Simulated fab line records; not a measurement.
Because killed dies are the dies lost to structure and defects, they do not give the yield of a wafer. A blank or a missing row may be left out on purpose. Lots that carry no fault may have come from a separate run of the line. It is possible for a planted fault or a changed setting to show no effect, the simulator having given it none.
Matching of chambers || flow nand harc || rie diel-09 running NHARC_P_GATE_DESCUM_13: 4 sister chambers
The step chemistry O2, time 3 s. 4 wafers are shown with their chamber, then 8 later ones without.

## WAFERS, EACH WITH ITS CHAMBER
{"wafer": "L110.1", "chamber": 1, "showerhead plenum p Torr (Torr)": 1.86}
{"wafer": "L117.2", "chamber": 0, "showerhead plenum p Torr (Torr)": 1.99}
{"wafer": "L117.3", "chamber": 3, "showerhead plenum p Torr (Torr)": 1.88}
{"wafer": "L119.2", "chamber": 2, "showerhead plenum p Torr (Torr)": 1.99}

## WAFERS WITH NO CHAMBER GIVEN
{"wafer": "L119.3", "showerhead plenum p Torr (Torr)": 1.88}
{"wafer": "L119.5", "showerhead plenum p Torr (Torr)": 1.99}
{"wafer": "L120.1", "showerhead plenum p Torr (Torr)": 1.98}
{"wafer": "L120.2", "showerhead plenum p Torr (Torr)": 1.85}
{"wafer": "L120.4", "showerhead plenum p Torr (Torr)": 1.99}
{"wafer": "L121.1", "showerhead plenum p Torr (Torr)": 1.99}
{"wafer": "L121.4", "showerhead plenum p Torr (Torr)": 1.85}
{"wafer": "L121.6", "showerhead plenum p Torr (Torr)": 1.99}

## EACH ONE'S CHAMBER
{"wafer": "L119.3", "from the rows above": 3, "in truth": 3}
{"wafer": "L119.5", "from the rows above": "can't be placed: 0 or 2", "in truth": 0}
{"wafer": "L120.1", "from the rows above": "can't be placed: 0 or 2", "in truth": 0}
{"wafer": "L120.2", "from the rows above": 1, "in truth": 1}
{"wafer": "L120.4", "from the rows above": "can't be placed: 0 or 2", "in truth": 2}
{"wafer": "L121.1", "from the rows above": "can't be placed: 0 or 2", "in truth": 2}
{"wafer": "L121.4", "from the rows above": 1, "in truth": 1}
{"wafer": "L121.6", "from the rows above": "can't be placed: 0 or 2", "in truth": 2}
Correctly placed: 3 of 8. Not placeable from these rows: 5 (in 5, the candidates include the true chamber). Wrongly placed: 0.
How it was worked out, from the rows above alone: a wafer's distance from a chamber is the root of the sum, over the readings, of the square of ((its reading less the chamber's mean) divided by the reading's scatter). The wafer belongs to the nearest chamber; if the next one is less than 2 further off, it can't be placed. Each chamber's mean is taken over the wafers shown for it. The scatter (one wafer shown for each chamber): square how far every hidden wafer sits from the nearest shown wafer, average those squares and take the square root.
